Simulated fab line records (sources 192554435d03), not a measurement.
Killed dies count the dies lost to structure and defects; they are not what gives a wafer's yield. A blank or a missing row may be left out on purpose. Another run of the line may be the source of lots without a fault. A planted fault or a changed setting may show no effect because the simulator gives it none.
fab line records	flow n5-finfet
[record] lots = 24	wafers = 72	last-day = 21
route steps=1938 shown SD_EPI_N@275 SD_ACTIVATION@331 HKMG_FIN@386
lots with no fault: from the same line, run without faults
start-h: the number of hours between the record's first day and the start of the first shown wafer of the lot	wait-h: time in hours since the lot's previous step	" same as the row above	L1.1+2: one row covering several wafers at once	- value missing, or start not given	* or withheld: withheld	< > ~ a bound
route shown NAME@n: names a module that has steps shown in the file, with the first one's number in the route	usual: mean and standard deviation over wafers with no fault	same: alike in all rows	chamber/n: place in a boat	sites: the reading at each site	_std_site: how widely they spread, as a standard deviation	_edge_site: the outer-site mean with the inner-site mean subtracted	radius-mm: how far each site lies from the wafer's centre	mask NAME#n: copy n	behind: the tool/chamber that last shaped the wafer	hold: why the lot was held/for how many hours/how that ended	device: transistor that didn't switch, given as n, p or np	end of line: the tests these same wafers got at the end of their route	for a step that has no rows: nothing shown but its recipe	killed: the dies lost at the first sort to structure and to defects; this is not the yield of the wafer	map: shows each die of a wafer: x if killed, . if not, _ if none is there
set.NAME: the setting that was run; set.NAME@STEP: the one run at that earlier step	model.NAME: the simulator's own value behind a step, which no gauge read
route steps across a sampled set of lots; one table per step, one row per wafer
services: when a tool's chamber went out of use (start-h, in hours from the record's first day, below 0 if earlier), for how many hours, and the reason
[[steps]]
[step N5_SD_EPI_N_ETCH_35]
[recipe] chemistry = N2/H2	target = SOC	overetch-a = 1080	mask-material = SiARC	temp-c = 40	ion-energy-ev = 100	source-w = 3000	bias-w = 133	pressure-mtorr = 20	time-s = 486	n2-flow-sccm = 200	h2-flow-sccm = 200
[usual] drypump-motor-current-A = 6.0/0.4	oes-product-au = 0.72/0.08	rf-vpp-V = 241.2/1.4	showerhead-plenum-p-Torr = 2.58/0.091	throttle-valve-pct = 23.8/0.44
lot.wafer	tool	chamber	start-h	wait-h	drypump-motor-current-A	oes-product-au	rf-hours-counter-h	rf-vpp-V	showerhead-plenum-p-Torr	throttle-valve-pct
L074.3	rie-diel-01	1	51.75	0.0	5.9	0.63	193	241.7	2.51	24.2
L074.4	"	2	"	"	5.5	0.69	135	241.8	2.56	23.5
L074.5	"	3	"	"	6.5	0.69	-	240.1	2.54	23.4
L075.1	rie-diel-01	3	54.61	0.0	6.4	0.70	131	241.4	2.54	23.4
L075.4	"	2	"	"	5.5	0.69	135	241.0	2.56	23.5
L075.5	"	2	"	"	5.6	0.69	-	238.9	2.56	23.5
L076.2	rie-diel-05	0	59.80	0.0	5.7	0.78	23	243.3	2.68	23.0
L076.5	"	1	"	"	6.2	0.62	-	238.5	2.41	24.5
L076.6	"	2	"	"	5.8	0.85	-	240.6	2.61	23.7
L077.2	rie-diel-05	2	65.87	0.0	5.8	0.84	8	242.6	2.61	23.7
L077.3	"	1	"	"	6.2	0.62	241	239.5	2.41	24.5
L077.6	"	2	"	"	5.8	0.85	-	241.4	2.61	23.7
L078.1	rie-diel-04	1	74.03	0.0	6.3	0.87	5	240.6	2.62	24.2
L078.4	"	0	"	"	5.1	0.63	209	238.3	2.52	24.1
L078.6	"	1	"	"	6.3	0.87	-	240.2	2.62	24.2
L079.2	rie-diel-05	1	78.47	0.0	6.2	0.61	244	239.7	2.41	24.5
L079.3	"	3	"	"	6.7	0.63	246	238.6	2.38	23.5
L079.4	"	0	"	"	5.7	0.78	26	242.5	2.68	23.0
L080.2	rie-diel-05	3	88.46	0.0	6.7	0.63	250	238.6	2.37	23.5
L080.4	"	0	"	"	5.7	0.77	30	242.4	2.68	23.1
L080.5	"	0	"	"	5.7	0.78	-	243.2	2.68	23.1
L081.1	rie-diel-01	3	95.70	0.0	6.4	0.69	142	240.4	2.54	23.4
L081.2	"	0	"	"	6.2	0.77	48	243.4	2.73	24.2
L081.6	"	1	"	"	5.9	0.63	-	240.6	2.50	24.2
L082.1	rie-diel-01	1	100.46	0.0	5.9	0.63	207	241.2	2.50	24.2
L082.3	"	3	"	"	6.4	0.68	144	240.1	2.54	23.4
L082.6	"	0	"	"	6.2	0.77	-	242.5	2.72	24.2
L083.1	rie-diel-01	1	107.82	0.0	5.9	0.62	209	240.4	2.50	24.2
L083.2	"	0	"	"	6.2	0.77	52	242.5	2.72	24.2
L083.5	"	2	"	"	5.5	0.68	-	241.0	2.55	23.5
L084.1	rie-diel-04	1	116.50	0.0	6.3	0.83	16	242.1	2.62	24.2
L084.3	"	0	"	"	5.1	0.63	220	241.3	2.52	24.1
L084.5	"	1	"	"	6.3	0.85	-	242.0	2.62	24.2
L085.2	rie-diel-05	2	121.11	0.0	5.8	0.81	22	241.5	2.60	23.7
L085.3	"	0	"	"	5.7	0.76	37	242.8	2.67	23.1
L085.6	"	2	"	"	5.8	0.82	-	243.6	2.60	23.7
L086.3	rie-diel-05	3	126.03	0.0	6.7	0.86	1	243.6	2.69	23.3
L086.5	"	2	"	"	5.8	0.81	-	242.1	2.60	23.7
L086.6	"	3	"	"	6.7	0.86	-	242.3	2.69	23.3
L087.1	rie-diel-05	3	129.87	0.0	6.8	0.85	3	242.4	2.69	23.3
L087.2	"	2	"	"	5.8	0.81	25	241.1	2.60	23.8
L087.6	"	3	"	"	6.7	0.85	-	243.6	2.69	23.3
L088.1	rie-diel-01	3	133.02	0.0	6.4	0.68	150	240.4	2.54	23.4
L088.5	"	0	"	"	6.2	0.76	-	240.8	2.72	24.2
L088.6	"	3	"	"	6.4	0.68	-	240.9	2.54	23.4
L089.1	rie-diel-01	2	139.61	0.0	5.5	0.68	157	239.6	2.55	23.5
L089.2	"	3	"	"	6.4	0.68	152	239.7	2.54	23.4
L089.5	"	3	"	"	6.4	0.67	-	239.9	2.53	23.4
L090.2	rie-diel-04	0	145.94	0.0	5.1	0.62	228	239.4	2.51	24.1
L090.3	"	3	"	"	5.7	0.63	230	242.3	2.61	23.8
L090.6	"	2	"	"	5.7	0.72	-	241.6	2.55	23.7
L091.3	rie-diel-04	3	150.31	0.0	5.7	0.64	232	240.6	2.61	23.8
L091.4	"	1	"	"	6.3	0.82	26	241.3	2.61	24.3
L091.6	"	3	"	"	5.7	0.63	-	241.2	2.61	23.8
L092.3	rie-diel-05	0	156.10	0.0	5.7	0.74	50	243.2	2.67	23.1
L092.5	"	2	"	"	5.8	0.80	-	241.3	2.59	23.8
L092.6	"	3	"	"	6.8	0.81	-	243.1	2.69	23.3
L093.1	rie-diel-01	1	161.85	0.0	5.9	0.62	224	239.7	2.49	24.2
L093.3	"	0	"	"	6.2	0.75	66	242.6	2.72	24.2
L093.6	"	3	"	"	6.4	0.67	-	241.8	2.53	23.4
L094.1	rie-diel-01	1	171.31	0.0	5.9	0.61	229	238.8	2.49	24.3
L094.3	"	3	"	"	6.4	0.67	163	239.5	2.53	23.4
L094.4	"	0	"	"	6.2	0.75	71	242.5	2.71	24.2
L095.1	rie-diel-05	1	179.93	0.0	6.2	0.82	14	241.1	2.72	24.4
L095.3	"	3	"	"	6.7	0.80	23	243.8	2.68	23.3
L095.6	"	1	"	"	6.2	0.82	-	243.3	2.72	24.4
L096.1	rie-diel-05	2	181.14	0.0	5.8	0.78	45	240.9	2.59	23.8
L096.5	"	2	"	"	5.8	0.78	-	239.7	2.59	23.8
L096.6	"	1	"	"	6.2	0.82	-	243.3	2.72	24.4
L097.2	rie-diel-04	0	189.07	0.0	5.1	0.61	246	239.3	2.51	24.2
L097.3	"	3	"	"	5.6	0.61	248	241.6	2.61	23.8
L097.6	"	0	"	"	5.1	0.61	-	239.4	2.51	24.1
[step N5_SD_ACTIVATION_LSA_01]
[recipe] temp-c = 1080	time-s = 0.0008	ambient = N2
[usual] wafer_temp_C_max = 1084.6/0.85
lot.wafer	tool	chamber	start-h	wait-h	wafer_temp_C_max
L074.3	laser-anneal-01	0	60.24	0.2	1084.7
L074.4	"	0	"	"	1085.6
L074.5	"	0	"	"	1085.0
L075.1	laser-anneal-02	0	62.78	0.2	1083.6
L075.4	"	0	"	"	1084.0
L075.5	"	0	"	"	1084.7
L076.2	laser-anneal-01	0	68.43	0.2	1084.2
L076.5	"	0	"	"	1083.4
L076.6	"	0	"	"	1084.7
L077.2	laser-anneal-02	0	74.36	0.2	1084.0
L077.3	"	0	"	"	1085.0
L077.6	"	0	"	"	1084.0
L078.1	laser-anneal-01	0	82.55	0.2	1085.7
L078.4	"	0	"	"	1087.1
L078.6	"	0	"	"	1086.0
L079.2	laser-anneal-02	0	87.01	0.2	1085.0
L079.3	"	0	"	"	1084.8
L079.4	"	0	"	"	1084.5
L080.2	laser-anneal-01	0	98.02	0.3	1084.5
L080.4	"	0	"	"	1084.1
L080.5	"	0	"	"	1084.9
L081.1	laser-anneal-02	0	105.49	0.3	1083.9
L081.2	"	0	"	"	1084.0
L081.6	"	0	"	"	1084.1
L082.1	laser-anneal-01	0	108.79	0.2	1085.5
L082.3	"	0	"	"	1083.4
L082.6	"	0	"	"	1086.0
L083.1	laser-anneal-02	0	116.33	0.2	1084.2
L083.2	"	0	"	"	1083.6
L083.5	"	0	"	"	1084.6
L084.1	laser-anneal-01	0	124.99	0.2	1083.8
L084.3	"	0	"	"	1084.6
L084.5	"	0	"	"	1085.3
L085.2	laser-anneal-02	0	131.40	0.2	1083.3
L085.3	"	0	"	"	1085.5
L085.6	"	0	"	"	1084.6
L086.3	laser-anneal-01	0	135.33	0.2	1084.4
L086.5	"	0	"	"	1084.8
L086.6	"	0	"	"	1085.7
L087.1	laser-anneal-02	0	138.16	0.2	1085.5
L087.2	"	0	"	"	1084.3
L087.6	"	0	"	"	1084.2
L088.1	laser-anneal-01	0	142.17	0.2	1085.0
L088.5	"	0	"	"	1084.4
L088.6	"	0	"	"	1084.4
L089.1	laser-anneal-02	0	148.83	0.2	1083.7
L089.2	"	0	"	"	1084.4
L089.5	"	0	"	"	1084.7
L090.2	laser-anneal-02	0	154.58	0.2	1082.4
L090.3	"	0	"	"	1082.5
L090.6	"	0	"	"	1082.8
L091.3	laser-anneal-01	0	159.48	0.2	1084.9
L091.4	"	0	"	"	1085.2
L091.6	"	0	"	"	1084.6
L092.3	laser-anneal-02	0	165.33	0.2	1084.6
L092.5	"	0	"	"	1084.0
L092.6	"	0	"	"	1083.3
L093.1	laser-anneal-01	0	171.62	0.2	1086.9
L093.3	"	0	"	"	1085.0
L093.6	"	0	"	"	1085.8
L094.1	laser-anneal-02	0	181.30	0.2	1084.0
L094.3	"	0	"	"	1085.4
L094.4	"	0	"	"	1084.7
L095.1	laser-anneal-01	0	188.27	0.2	1085.7
L095.3	"	0	"	"	1084.1
L095.6	"	0	"	"	1087.4
L096.1	laser-anneal-02	0	189.74	0.2	1083.8
L096.5	"	0	"	"	1084.4
L096.6	"	0	"	"	1084.1
L097.2	laser-anneal-01	0	198.33	0.2	1086.1
L097.3	"	0	"	"	1083.8
L097.6	"	0	"	"	1085.5
[step N5_HKMG_FIN_HK_ALD_01]
[recipe] material = HfO2	target-thk-a = 16	temp-c = withheld	ald-precursor-family = HfCl4	ald-co-reactant = H2O	pulse-time-s = 3	purge-time-s = 3	co-reactant-purge-time-s = 2.5	co-reactant-pulse-time-s = 0.3	ald-cycles = 30
[usual] precursor-pulse-height-rel = 1.000/0.019
[same] ald-cycles = 30	co-reactant-purge-time-s = 2.5
lot.wafer	tool	chamber	start-h	wait-h	precursor-pulse-height-rel
L074.3	ald-hk-03	1	78.27	0.0	0.994
L074.4	"	2	"	"	0.995
L074.5	"	0	"	"	1.028
L075.1	ald-hk-01	1	78.44	0.0	0.994
L075.4	"	0	"	"	1.000
L075.5	"	0	"	"	1.024
L076.2	ald-hk-01	2	80.34	0.0	0.972
L076.5	"	2	"	"	0.991
L076.6	"	1	"	"	0.973
L077.2	ald-hk-03	0	86.37	0.0	0.971
L077.3	"	2	"	"	1.002
L077.6	"	0	"	"	1.032
L078.1	ald-hk-02	0	98.08	0.0	1.000
L078.4	"	1	"	"	1.001
L078.6	"	0	"	"	1.019
L079.2	ald-hk-01	1	102.40	0.0	1.005
L079.3	"	2	"	"	0.996
L079.4	"	3	"	"	0.947
L080.2	ald-hk-03	1	110.04	0.0	0.991
L080.4	"	0	"	"	1.024
L080.5	"	3	"	"	1.020
L081.1	ald-hk-02	1	119.59	0.1	1.006
L081.2	"	0	"	"	0.994
L081.6	"	0	"	"	0.988
L082.1	ald-hk-01	0	121.49	0.0	0.993
L082.3	"	2	"	"	1.002
L082.6	"	2	"	"	0.983
L083.1	ald-hk-03	1	128.14	0.0	1.010
L083.2	"	2	"	"	0.983
L083.5	"	3	"	"	1.014
L084.1	ald-hk-02	1	137.73	0.0	0.992
L084.3	"	2	"	"	1.008
L084.5	"	3	"	"	0.980
L085.2	ald-hk-01	3	144.22	0.0	0.998
L085.3	"	0	"	"	0.994
L085.6	"	0	"	"	1.004
L086.3	ald-hk-03	1	147.47	0.0	0.980
L086.5	"	3	"	"	1.006
L086.6	"	2	"	"	0.990
L087.1	ald-hk-02	3	151.11	0.0	0.996
L087.2	"	2	"	"	0.969
L087.6	"	0	"	"	1.006
L088.1	ald-hk-01	2	154.87	0.0	1.006
L088.5	"	2	"	"	1.011
L088.6	"	1	"	"	1.004
L089.1	ald-hk-01	1	161.18	0.0	0.980
L089.2	"	2	"	"	1.016
L089.5	"	2	"	"	0.978
L090.2	ald-hk-01	1	167.39	0.0	1.025
L090.3	"	2	"	"	0.980
L090.6	"	3	"	"	1.003
L091.3	ald-hk-01	0	171.49	0.0	1.007
L091.4	"	1	"	"	0.985
L091.6	"	2	"	"	1.007
L092.3	ald-hk-01	0	177.73	0.0	0.973
L092.5	"	2	"	"	1.005
L092.6	"	3	"	"	0.989
L093.1	ald-hk-02	0	185.39	0.0	0.987
L093.3	"	2	"	"	0.968
L093.6	"	3	"	"	1.016
L094.1	ald-hk-02	2	193.38	0.0	1.023
L094.3	"	0	"	"	0.983
L094.4	"	1	"	"	1.011
L095.1	ald-hk-01	2	200.87	0.0	0.971
L095.3	"	1	"	"	0.976
L095.6	"	1	"	"	1.006
L096.1	ald-hk-03	0	201.88	0.0	1.016
L096.5	"	2	"	"	1.005
L096.6	"	3	"	"	1.039
L097.2	ald-hk-02	0	212.89	0.1	1.021
L097.3	"	2	"	"	1.024
L097.6	"	3	"	"	0.990
[step N5_HKMG_FIN_ALD_74]
[recipe] material = La2O3	target-thk-a = 5	temp-c = 250	ald-precursor-family = La-Cp	ald-co-reactant = O3	pulse-time-s = 6	co-reactant-pulse-time-s = 1	purge-time-s = 3	co-reactant-purge-time-s = 3
[usual] heater-power-w = 331/42	precursor-pulse-height-rel = 1.000/0.019
[same] co-reactant-purge-time-s = 3
lot.wafer	tool	chamber	start-h	wait-h	heater-power-w	precursor-pulse-height-rel
L074.3	ald-hk-02	0	78.75	0.1	353	0.998
L074.4	"	1	"	"	330	0.988
L074.5	"	2	"	"	264	0.984
L075.1	ald-hk-03	1	78.85	0.2	413	1.007
L075.4	"	2	"	"	356	0.987
L075.5	"	0	"	"	363	0.994
L076.2	ald-hk-02	0	80.75	0.2	344	1.006
L076.5	"	3	"	"	332	1.029
L076.6	"	0	"	"	355	0.987
L077.2	ald-hk-01	2	86.81	0.2	380	1.013
L077.3	"	0	"	"	330	1.013
L077.6	"	2	"	"	360	0.988
L078.1	ald-hk-03	3	98.48	0.2	285	0.938
L078.4	"	0	"	"	373	1.008
L078.6	"	0	"	"	379	0.989
L079.2	ald-hk-02	1	102.80	0.2	330	1.023
L079.3	"	3	"	"	330	1.004
L079.4	"	0	"	"	346	1.022
L080.2	ald-hk-01	0	110.50	0.2	324	1.017
L080.4	"	3	"	"	272	1.010
L080.5	"	3	"	"	267	1.041
L081.1	ald-hk-03	1	120.14	0.2	407	1.006
L081.2	"	3	"	"	293	0.979
L081.6	"	3	"	"	295	1.006
L082.1	ald-hk-02	1	121.89	0.2	326	1.040
L082.3	"	3	"	"	330	1.005
L082.6	"	2	"	"	262	0.990
L083.1	ald-hk-01	1	128.54	0.2	345	1.031
L083.2	"	0	"	"	333	1.008
L083.5	"	2	"	"	376	0.984
L084.1	ald-hk-03	3	138.13	0.2	290	1.026
L084.3	"	0	"	"	368	1.020
L084.5	"	0	"	"	352	0.991
L085.2	ald-hk-02	1	144.75	0.2	338	1.017
L085.3	"	2	"	"	261	0.986
L085.6	"	3	"	"	333	0.991
L086.3	ald-hk-01	1	147.96	0.1	346	0.983
L086.5	"	0	"	"	341	1.006
L086.6	"	1	"	"	359	0.982
L087.1	ald-hk-03	3	151.51	0.2	291	0.977
L087.2	"	2	"	"	359	0.985
L087.6	"	3	"	"	285	1.017
L088.1	ald-hk-02	1	155.30	0.2	319	0.998
L088.5	"	2	"	"	259	0.955
L088.6	"	1	"	"	331	1.021
L089.1	ald-hk-02	1	161.70	0.2	325	1.003
L089.2	"	0	"	"	345	0.999
L089.5	"	3	"	"	335	0.987
L090.2	ald-hk-02	1	167.81	0.2	336	0.970
L090.3	"	0	"	"	348	0.997
L090.6	"	2	"	"	270	1.038
L091.3	ald-hk-02	3	172.07	0.1	332	0.999
L091.4	"	1	"	"	325	1.007
L091.6	"	3	"	"	329	1.053
L092.3	ald-hk-02	0	178.13	0.1	344	0.982
L092.5	"	1	"	"	334	0.971
L092.6	"	2	"	"	266	0.997
L093.1	ald-hk-03	2	185.79	0.2	361	0.999
L093.3	"	3	"	"	291	0.984
L093.6	"	3	"	"	286	0.992
L094.1	ald-hk-03	1	193.89	0.2	410	0.995
L094.3	"	2	"	"	362	0.991
L094.4	"	3	"	"	286	0.982
L095.1	ald-hk-02	1	201.28	0.2	322	0.999
L095.3	"	2	"	"	259	1.011
L095.6	"	2	"	"	261	0.987
L096.1	ald-hk-01	2	202.36	0.2	369	1.024
L096.5	"	0	"	"	333	0.994
L096.6	"	1	"	"	344	1.002
L097.2	ald-hk-03	3	213.45	0.2	295	1.018
L097.3	"	0	"	"	369	0.993
L097.6	"	3	"	"	292	0.991
[step N5_HKMG_FIN_ETCH_54]
[recipe] chemistry = CF4	target = SiARC	target-depth-a = 455	mask-material = CAR-ArF	time-s = 75.8	ion-energy-ev = 80	pressure-mtorr = 40	source-w = 545	bias-w = 36	Ar_flow_sccm = 100	cf4-flow-sccm = 100	ends = cleared
[usual] drypump-motor-current-A = 5.9/0.44	etch-rf-on-time-s = 75.6/2	oes-product-au = 0.68/0.077	rf-vpp-V = 184.6/1.2	showerhead-plenum-p-Torr = 2.17/0.067	throttle-valve-pct = 15.56/0.23
lot.wafer	tool	chamber	start-h	wait-h	drypump-motor-current-A	etch-rf-on-time-s	oes-product-au	rf-hours-counter-h	rf-vpp-V	showerhead-plenum-p-Torr	throttle-valve-pct
L074.3	rie-diel-04	3	79.42	0.0	5.7	72.0	0.63	212	184.8	2.20	15.67
L074.4	"	2	"	"	5.7	76.3	0.70	66	184.2	2.18	15.42
L074.5	"	3	"	"	5.6	72.3	0.63	-	184.0	2.20	15.67
L075.1	rie-diel-05	3	79.58	0.0	6.7	73.3	0.62	247	184.1	2.02	15.69
L075.4	"	0	"	"	5.7	73.3	0.76	26	185.4	2.26	15.17
L075.5	"	3	"	"	6.7	73.8	0.61	-	182.3	2.02	15.72
L076.2	rie-diel-05	0	81.29	0.0	5.7	73.3	0.77	27	184.8	2.26	15.19
L076.5	"	3	"	"	6.7	73.6	0.62	-	182.5	2.02	15.72
L076.6	"	2	"	"	5.8	77.6	0.79	-	185.2	2.19	15.34
L077.2	rie-diel-01	2	87.35	0.0	5.5	75.4	0.65	144	183.9	2.14	15.45
L077.3	"	0	"	"	6.2	77.5	0.73	45	184.8	2.27	15.42
L077.6	"	0	"	"	6.2	77.7	0.73	-	184.0	2.27	15.43
L078.1	rie-diel-01	1	99.14	0.0	5.9	76.1	0.59	206	183.4	2.13	15.87
L078.4	"	3	"	"	6.4	79.3	0.64	143	183.6	2.13	15.34
L078.6	"	3	"	"	6.4	80.1	0.63	-	183.1	2.13	15.34
L079.2	rie-diel-04	1	103.62	0.0	6.3	76.4	0.81	11	184.0	2.18	15.48
L079.3	"	0	"	"	5.1	75.4	0.60	215	182.4	2.11	15.87
L079.4	"	2	"	"	5.7	76.8	0.70	70	185.3	2.18	15.43
L080.2	rie-diel-05	0	111.04	0.0	5.7	73.1	0.75	32	186.6	2.26	15.21
L080.4	"	0	"	"	5.7	73.6	0.74	-	187.2	2.26	15.18
L080.5	"	1	"	"	6.2	78.2	0.57	-	183.4	2.03	16.00
L081.1	rie-diel-04	2	121.27	0.0	5.7	75.1	0.70	76	184.1	2.18	15.46
L081.2	"	3	"	"	5.7	71.7	0.63	223	183.8	2.19	15.68
L081.6	"	1	"	"	6.3	76.1	0.80	-	184.0	2.18	15.49
L082.1	rie-diel-04	1	122.71	0.0	6.3	76.0	0.80	18	184.7	2.18	15.48
L082.3	"	0	"	"	5.1	75.2	0.60	223	184.4	2.11	15.87
L082.6	"	1	"	"	6.3	75.8	0.80	-	184.9	2.18	15.48
L083.1	rie-diel-04	2	129.37	0.0	5.7	76.9	0.69	79	183.5	2.18	15.45
L083.2	"	3	"	"	5.6	71.8	0.63	225	185.3	2.19	15.70
L083.5	"	3	"	"	5.6	72.0	0.62	-	186.3	2.19	15.68
L084.1	rie-diel-05	0	139.22	0.0	5.7	73.9	0.74	43	185.9	2.26	15.24
L084.3	"	2	"	"	5.8	76.8	0.77	28	185.0	2.18	15.38
L084.5	"	3	"	"	6.7	73.5	0.81	-	186.3	2.27	15.26
L085.2	rie-diel-05	2	145.74	0.0	5.8	77.8	0.75	30	184.3	2.18	15.38
L085.3	"	3	"	"	6.7	73.9	0.80	8	185.4	2.27	15.27
L085.6	"	2	"	"	5.8	77.9	0.75	-	184.3	2.18	15.41
L086.3	rie-diel-04	3	149.22	0.0	5.6	71.6	0.62	231	184.4	2.19	15.69
L086.5	"	0	"	"	5.1	74.9	0.59	-	185.3	2.10	15.89
L086.6	"	3	"	"	5.6	71.9	0.62	-	184.4	2.19	15.70
L087.1	rie-diel-01	1	152.11	0.0	5.9	76.0	0.59	221	183.7	2.12	15.89
L087.2	"	3	"	"	6.4	78.2	0.63	157	184.9	2.13	15.37
L087.6	"	0	"	"	6.2	77.3	0.71	-	184.8	2.26	15.46
L088.1	rie-diel-04	1	156.25	0.0	6.3	76.6	0.77	29	186.2	2.18	15.51
L088.5	"	0	"	"	5.1	76.4	0.58	-	184.1	2.10	15.88
L088.6	"	3	"	"	5.6	72.2	0.61	-	185.6	2.19	15.69
L089.1	rie-diel-01	0	162.58	0.0	6.2	76.8	0.71	67	187.3	2.26	15.46
L089.2	"	1	"	"	5.9	76.4	0.58	224	182.6	2.12	15.92
L089.5	"	0	"	"	6.2	77.4	0.71	-	184.7	2.26	15.45
L090.2	rie-diel-04	3	168.48	0.0	5.6	71.9	0.62	240	185.5	2.19	15.69
L090.3	"	1	"	"	6.3	75.7	0.76	34	185.9	2.18	15.49
L090.6	"	1	"	"	6.3	77.2	0.77	-	185.7	2.18	15.50
L091.3	rie-diel-05	1	172.74	0.0	6.2	74.6	0.80	12	185.0	2.28	15.57
L091.4	"	2	"	"	5.7	76.8	0.75	42	184.0	2.18	15.41
L091.6	"	0	"	"	5.7	73.8	0.71	-	187.2	2.25	15.23
L092.3	rie-diel-05	2	178.80	0.0	5.8	77.7	0.73	44	185.0	2.18	15.43
L092.5	"	3	"	"	6.7	73.7	0.77	-	185.2	2.26	15.28
L092.6	"	0	"	"	5.7	73.7	0.72	-	187.1	2.25	15.23
L093.1	rie-diel-04	1	186.33	0.0	6.3	77.4	0.75	41	185.5	2.17	15.51
L093.3	"	0	"	"	5.1	75.3	0.59	244	183.9	2.10	15.92
L093.6	"	3	"	"	5.7	72.5	0.61	-	184.5	2.19	15.72
L094.1	rie-diel-01	1	194.55	0.0	5.9	77.2	0.57	239	184.4	2.12	15.93
L094.3	"	2	"	"	5.5	75.3	0.64	179	184.2	2.13	15.51
L094.4	"	3	"	"	6.4	79.1	0.61	172	182.9	2.12	15.40
L095.1	rie-diel-01	3	201.82	0.0	6.4	79.2	0.61	176	184.7	2.12	15.39
L095.3	"	0	"	"	6.2	78.2	0.68	84	185.4	2.26	15.48
L095.6	"	1	"	"	5.9	77.5	0.57	-	184.7	2.12	15.94
L096.1	rie-diel-01	2	203.03	0.0	5.5	74.4	0.63	184	183.5	2.13	15.52
L096.5	"	1	"	"	5.9	77.2	0.57	-	183.6	2.11	15.93
L096.6	"	2	"	"	5.5	74.8	0.63	-	183.5	2.13	15.54
L097.2	rie-diel-05	1	214.29	0.0	6.2	74.1	0.76	29	187.2	2.27	15.61
L097.3	"	3	"	"	6.7	74.1	0.74	36	185.9	2.26	15.32
L097.6	"	2	"	"	5.8	77.6	0.72	-	182.9	2.17	15.44
[step N5_HKMG_FIN_STRIP_60]
[recipe] chemistry = N2/H2	power-w = 2500	temp-c = 300	h2-frac = 0.65	time-s = 360	pressure-mtorr = withheld	n2-flow-sccm = 1750	h2-flow-sccm = 3250
[usual] drypump-motor-current-A = 6.02/0.29	heater-power-w = 436/21
lot.wafer	tool	chamber	start-h	wait-h	drypump-motor-current-A	heater-power-w	rf-hours-counter-h
L074.3	plasma-asher-02	1	80.38	0.1	6.41	439	-
L074.4	"	0	"	"	5.76	428	-
L074.5	"	1	"	"	6.40	436	-
L075.1	plasma-asher-01	0	80.42	0.0	6.22	422	62
L075.4	"	1	"	"	5.72	470	-
L075.5	"	0	"	"	6.24	425	-
L076.2	plasma-asher-01	0	82.13	0.0	6.21	436	62
L076.5	"	1	"	"	5.71	459	-
L076.6	"	0	"	"	6.23	431	-
L077.2	plasma-asher-01	1	88.19	0.0	5.71	466	64
L077.3	"	0	"	"	6.25	434	-
L077.6	"	1	"	"	5.72	469	-
L078.1	plasma-asher-02	1	99.99	0.0	6.42	433	58
L078.4	"	1	"	"	6.40	442	-
L078.6	"	0	"	"	5.75	402	-
L079.2	plasma-asher-01	0	104.47	0.0	6.24	428	67
L079.3	"	0	"	"	6.23	420	-
L079.4	"	1	"	"	5.73	461	-
L080.2	plasma-asher-01	1	111.88	0.0	5.74	469	68
L080.4	"	0	"	"	6.21	424	-
L080.5	"	1	"	"	5.74	459	-
L081.1	plasma-asher-02	0	122.12	0.0	5.76	410	61
L081.2	"	1	"	"	6.41	434	61
L081.6	"	0	"	"	5.75	406	-
L082.1	plasma-asher-01	1	123.55	0.0	5.73	468	70
L082.3	"	0	"	"	6.24	423	-
L082.6	"	1	"	"	5.72	467	-
L083.1	plasma-asher-02	0	130.21	0.0	5.76	425	63
L083.2	"	1	"	"	6.40	433	63
L083.5	"	0	"	"	5.76	413	-
L084.1	plasma-asher-01	1	140.06	0.0	5.72	462	73
L084.3	"	0	"	"	6.24	415	-
L084.5	"	0	"	"	6.26	419	-
L085.2	plasma-asher-02	0	146.58	0.0	5.75	416	66
L085.3	"	0	"	"	5.75	420	-
L085.6	"	1	"	"	6.43	438	-
L086.3	plasma-asher-02	0	150.18	0.1	5.75	412	-
L086.5	"	0	"	"	5.75	404	-
L086.6	"	1	"	"	6.41	420	-
L087.1	plasma-asher-01	0	152.96	0.0	6.25	424	76
L087.2	"	1	"	"	5.73	461	76
L087.6	"	0	"	"	6.24	411	-
L088.1	plasma-asher-01	1	157.09	0.0	5.75	470	77
L088.5	"	1	"	"	5.74	461	-
L088.6	"	0	"	"	6.23	429	-
L089.1	plasma-asher-02	1	163.43	0.0	6.44	430	70
L089.2	"	0	"	"	5.73	407	70
L089.5	"	1	"	"	6.44	436	-
L090.2	plasma-asher-02	1	169.32	0.0	6.42	439	71
L090.3	"	0	"	"	5.73	415	-
L090.6	"	0	"	"	5.74	399	-
L091.3	plasma-asher-01	0	173.70	0.1	6.25	430	-
L091.4	"	1	"	"	5.76	468	-
L091.6	"	0	"	"	6.25	434	-
L092.3	plasma-asher-01	1	179.76	0.1	5.75	453	-
L092.5	"	1	"	"	5.75	467	-
L092.6	"	0	"	"	6.23	420	-
L093.1	plasma-asher-01	0	187.17	0.0	6.26	410	85
L093.3	"	0	"	"	6.23	421	-
L093.6	"	0	"	"	6.24	421	-
L094.1	plasma-asher-02	1	195.39	0.0	6.42	436	76
L094.3	"	0	"	"	5.74	413	-
L094.4	"	1	"	"	6.39	426	-
L095.1	plasma-asher-01	1	202.67	0.0	5.73	457	89
L095.3	"	0	"	"	6.24	416	-
L095.6	"	1	"	"	5.73	467	-
L096.1	plasma-asher-02	0	203.87	0.0	5.75	412	77
L096.5	"	0	"	"	5.74	404	-
L096.6	"	1	"	"	6.40	434	-
L097.2	plasma-asher-01	1	215.13	0.0	5.73	454	91
L097.3	"	0	"	"	6.24	420	-
L097.6	"	1	"	"	5.75	464	-
[[services]]
tool	chamber	start-h	hours	kind
ald-hk-01	0	30.00	-	clean
ald-hk-01	1	30.00	-	clean
ald-hk-01	2	30.00	-	clean
ald-hk-01	3	30.00	-	clean
ald-hk-03	-	71.79	0.9	repair
rie-diel-05	3	89.42	-	clean
rie-diel-05	3	89.42	-	consumable-replace:focus-ring
rie-diel-05	3	89.42	-	consumable-replace:showerhead
rie-diel-05	3	89.42	32.7	scheduled-down
rie-diel-05	3	89.42	32.7	vent-cycle
rie-diel-05	-	89.99	15.6	pm
rie-diel-01	-	109.73	14.6	pm
rie-diel-05	1	122.16	-	clean
rie-diel-05	1	122.16	-	consumable-replace:focus-ring
rie-diel-05	1	122.16	-	consumable-replace:showerhead
rie-diel-05	1	122.16	17.9	scheduled-down
rie-diel-05	1	122.16	17.9	vent-cycle
laser-anneal-01	-	154.44	1.1	repair
rie-diel-01	3	166.05	3.5	repair
ald-hk-01	-	185.29	0.7	repair
rie-diel-04	1	200.64	69.6	repair
rie-diel-04	3	203.83	8.1	repair
plasma-asher-01	-	212.26	2.8	pm
rie-diel-01	-	214.57	2.8	pm
[[key]]
fault none
